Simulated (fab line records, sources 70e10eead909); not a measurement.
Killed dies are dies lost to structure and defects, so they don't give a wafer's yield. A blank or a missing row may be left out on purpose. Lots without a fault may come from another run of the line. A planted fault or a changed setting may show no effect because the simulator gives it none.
A struck lot beside a sound one | flow nand_harc | 44 steps out of a route of 1302
Sound: wafers L960.1, L960.2, L960.6. Struck: wafers L961.1, L961.2, L961.4. The cause comes at the end.
At each step with rows: each side's tool, then ch and its chambers, then its first start. Under that, the readings that differ: sound wafers | struck wafers | difference of the means | sigmas: that difference in standard deviations of wafers without a fault.
alike: readings whose means differ by less than 2 such deviations, and words and numbers that are the same on both sides. not compared: withheld readings, readings that some wafer has no value for, bounds like >300 that may hide the same value, and numbers for which the record gives no deviation and whose values overlap.
The two part at a step that has a row with sigmas, a row that says differs or no value, or rows on one side only. Numbers that don't overlap but have no deviation are shown without sigmas and don't part them. A reading that every wafer of one side lacks parts them only if that side has two wafers or more.

first, 8 steps without rows for these wafers: NHARC_P_GATE_DEHYDRATE_38 (time 120 s); NHARC_P_GATE_HMDS_39 (time 30 s); NHARC_P_GATE_COAT_40; NHARC_P_GATE_SOFTBAKE_41 (time 95 s); NHARC_P_GATE_EBR_42; NHARC_P_GATE_EXPOSE_43 (exposes mask P NSD, target cd 720 nm); NHARC_P_GATE_PEB_44 (peb time 85 s); NHARC_P_GATE_DEVELOP_45 (time 70 s).
NHARC_P_GATE_CD_MEAS_46: target cd 720 nm.
  sound on cd_sem-02 ch 0, day 8 12:08; struck on cd_sem-03 ch 0, day 9 01:02
  alike: cd_nm
then, 1 step without rows for these wafers: NHARC_P_GATE_HARDBAKE_47 (time 80 s).
NHARC_P_GATE_DESCUM_48: chemistry O2, time 3 s.
  sound on rie_diel-07 ch 1,3, day 8 12:17; struck on rie_diel-07 ch 2,3, day 9 01:11
  alike: chamber_pressure_mTorr, drypump_motor_current_A, oes_product_au, rf_vpp_V, showerhead_plenum_p_Torr, throttle_valve_pct
  not compared: rf_hours_counter_h
then, 1 step without rows for these wafers: NHARC_P_GATE_IMPLANT_49.
NHARC_P_GATE_STRIP_111: strips in N2/H2, time 250 s.
  sound on plasma_asher-01 ch 0,1, day 8 12:40; struck on plasma_asher-02 ch 0,1, day 9 01:38
  reading                     | sound       | struck      | difference | sigmas
  drypump_motor_current_A (A) | 5.4 5.5 5.4 | 6.0 6.5 6.5 | +0.9       | +2
  alike: heater_power_w, rf_refl_power_W
  not compared: rf_hours_counter_h
NHARC_P_GATE_STRIP_75: strips in O2.
  sound on plasma_asher-01 ch 0,1, day 8 12:58; struck on plasma_asher-02 ch 0,1, day 9 01:56
  reading                     | sound       | struck      | difference | sigmas
  drypump_motor_current_A (A) | 5.4 5.6 5.4 | 6.0 6.5 6.5 | +0.9       | +2
  alike: heater_power_w, rf_refl_power_W
  not compared: rf_hours_counter_h
then, 9 steps without rows for these wafers: NHARC_P_GATE_STRIP_50 (strips in SPM, time 900 s); NHARC_P_GATE_DEHYDRATE_51 (time 120 s); NHARC_P_GATE_HMDS_52 (time 30 s); NHARC_P_GATE_COAT_53; NHARC_P_GATE_SOFTBAKE_54 (time 95 s); NHARC_P_GATE_EBR_55; NHARC_P_GATE_EXPOSE_56 (exposes mask P PSD, target cd 720 nm); NHARC_P_GATE_PEB_57 (peb time 85 s); NHARC_P_GATE_DEVELOP_58 (time 70 s).
NHARC_P_GATE_CD_MEAS_59: target cd 720 nm.
  sound on cd_sem-02 ch 0, day 8 13:46; struck on cd_sem-01 ch 0, day 9 02:51
  alike: cd_nm
then, 1 step without rows for these wafers: NHARC_P_GATE_HARDBAKE_60 (time 80 s).
NHARC_P_GATE_DESCUM_61: chemistry O2, time 3 s.
  sound on rie_diel-11 ch 1,2,3, day 8 13:57; struck on rie_diel-03 ch 0,1,3, day 9 03:01
  alike: chamber_pressure_mTorr, drypump_motor_current_A, oes_product_au, rf_vpp_V, showerhead_plenum_p_Torr, throttle_valve_pct
  not compared: rf_hours_counter_h
then, 2 steps without rows for these wafers: NHARC_P_GATE_IMPLANT_62; NHARC_P_GATE_STRIP_112 (strips in N2/H2, time 200 s).
NHARC_P_GATE_STRIP_76: strips in O2.
  sound on plasma_asher-02 ch 0,1, day 8 14:33; struck on plasma_asher-02 ch 0,1, day 9 03:38
  alike: drypump_motor_current_A, heater_power_w, rf_refl_power_W
  not compared: rf_hours_counter_h
then, 9 steps without rows for these wafers: NHARC_P_GATE_STRIP_63 (strips in SPM, time 900 s); NHARC_P_GATE_DEHYDRATE_83 (time 120 s); NHARC_P_GATE_HMDS_84 (time 30 s); NHARC_P_GATE_COAT_85; NHARC_P_GATE_SOFTBAKE_86 (time 95 s); NHARC_P_GATE_EBR_87; NHARC_P_GATE_EXPOSE_88 (exposes mask P HVN, target cd 2000 nm); NHARC_P_GATE_PEB_89 (peb time 85 s); NHARC_P_GATE_DEVELOP_90 (time 70 s).
NHARC_P_GATE_CD_MEAS_91: target cd 2000 nm.
  sound on cd_sem-01 ch 0, day 8 15:28; struck on cd_sem-02 ch 0, day 9 04:33
  alike: cd_nm
then, 1 step without rows for these wafers: NHARC_P_GATE_HARDBAKE_92 (time 80 s).
NHARC_P_GATE_DESCUM_93: chemistry O2, time 3 s.
  sound on rie_diel-03 ch 0,1,3, day 8 15:38; struck on rie_diel-03 ch 1,2,3, day 9 04:43
  alike: chamber_pressure_mTorr, drypump_motor_current_A, oes_product_au, rf_vpp_V, showerhead_plenum_p_Torr, throttle_valve_pct
  not compared: rf_hours_counter_h
then, 1 step without rows for these wafers: NHARC_P_GATE_IMPLANT_94.
NHARC_P_GATE_INSPECT_68:
  sound on defect_inspect-02, day 8 18:33; struck on defect_inspect-02, day 9 07:37
  reading          | sound       | struck         | difference | sigmas
  raw_defect_count | 182 144 134 | 1587 1599 1552 | +1426      | +19
-- the record jumps here: 18 days lie between the struck wafers' starts before and after (it left off in module P_GATE and takes up again in module END, whose first step shown is number 1302 of the route) --
NHARC_END_SORT_01:
  the record has rows for the struck wafers here (prober-01 ch 0, day 27 14:10) and none for the sound ones

WHERE THEY PART
First at NHARC_P_GATE_STRIP_111; last, within this record, at NHARC_END_SORT_01.

WHY: what the simulator had put in
Chamber particle source: plasma_asher-02, from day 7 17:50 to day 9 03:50, at NHARC_P_GATE_STRIP_111. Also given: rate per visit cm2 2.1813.
